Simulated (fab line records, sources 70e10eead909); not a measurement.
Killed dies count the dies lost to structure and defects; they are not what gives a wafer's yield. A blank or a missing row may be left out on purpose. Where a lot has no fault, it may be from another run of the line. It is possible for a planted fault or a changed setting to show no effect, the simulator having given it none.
Chamber matching | flow nand harc | 4 sister chambers for NHARC_P_M1_DESCUM_14 on rie diel-09
The step chemistry O2, time 3 s. 18 wafers are shown with their chamber, then 9 later ones without.

## WAFERS PAIRED WITH THEIR CHAMBERS
wafer  | chamber | showerhead plenum p Torr (Torr) | oes product au (a.u.) | rf vpp V (V)
L074.1 | 3       | 1.78                            | 1.001                 | 56.9
L074.5 | 1       | 1.81                            | 0.995                 | 58.3
L074.6 | 0       | 1.93                            | 0.995                 | 58.5
L077.3 | 3       | 1.78                            | 1.022                 | 58.4
L077.5 | 1       | 1.81                            | 1.003                 | 56.9
L077.6 | 2       | 2.03                            | 0.998                 | 58.5
L078.1 | 1       | 1.81                            | 0.997                 | 57.4
L078.4 | 3       | 1.78                            | 0.995                 | 57.4
L078.5 | 1       | 1.81                            | 0.999                 | 57.4
L082.1 | 2       | 2.03                            | 0.997                 | 57.8
L082.3 | 3       | 1.78                            | 1.004                 | 57.3
L082.6 | 2       | 2.03                            | 0.997                 | 58.3
L087.3 | 3       | 1.77                            | 0.992                 | 56.7
L087.4 | 0       | 1.93                            | 0.991                 | 56.5
L087.5 | 1       | 1.81                            | 0.991                 | 57.7
L088.2 | 3       | 1.77                            | 1.001                 | 56.8
L088.5 | 1       | 1.81                            | 0.991                 | 58.1
L088.6 | 2       | 2.02                            | 1.005                 | 57.8

SIGNATURES (averages over the wafers above)
reading                  | chamber 0 | chamber 1 | chamber 2 | chamber 3 | scatter within a chamber
showerhead plenum p Torr | 1.9300    | 1.8100    | 2.0275    | 1.7767    | 0.00386
oes product au           | 0.99300   | 0.99600   | 0.99925   | 1.00250   | 0.00715
rf vpp V                 | 57.500    | 57.633    | 58.100    | 57.250    | 0.636
Rule: a wafer lies at a distance from a chamber equal to the root of the sum of squares, over the readings, of (its reading less the chamber's mean, divided by the reading's scatter). If the next closest chamber is less than 2 further off than the closest, the wafer can't be placed; otherwise it belongs to the closest. The scatter: the root of (the sum of the squares of (reading less its chamber's mean) over the shown wafers, divided by (wafers less chambers)).

## WAFERS WITHOUT THEIR CHAMBER
wafer  | showerhead plenum p Torr (Torr) | oes product au (a.u.) | rf vpp V (V)
L094.1 | 1.93                            | 0.990                 | 57.9
L094.2 | 1.77                            | 0.994                 | 58.6
L094.4 | 1.81                            | 0.993                 | 57.7
L095.1 | 2.02                            | 0.997                 | 58.2
L095.3 | 1.77                            | 0.985                 | 55.9
L095.4 | 1.81                            | 0.995                 | 56.2
L097.3 | 1.81                            | 0.990                 | 57.7
L097.4 | 1.93                            | 0.993                 | 57.9
L097.5 | 1.93                            | 0.983                 | 57.5

## WHICH CHAMBER EACH WENT THROUGH
wafer  | from the rows above | in truth
L094.1 | 0                   | 0
L094.2 | 3                   | 3
L094.4 | 1                   | 1
L095.1 | 2                   | 2
L095.3 | 3                   | 3
L095.4 | 1                   | 1
L097.3 | 1                   | 1
L097.4 | 0                   | 0
L097.5 | 0                   | 0
Placed correctly: 9 of 9. Left unplaced by these rows: 0. Placed wrongly: 0.
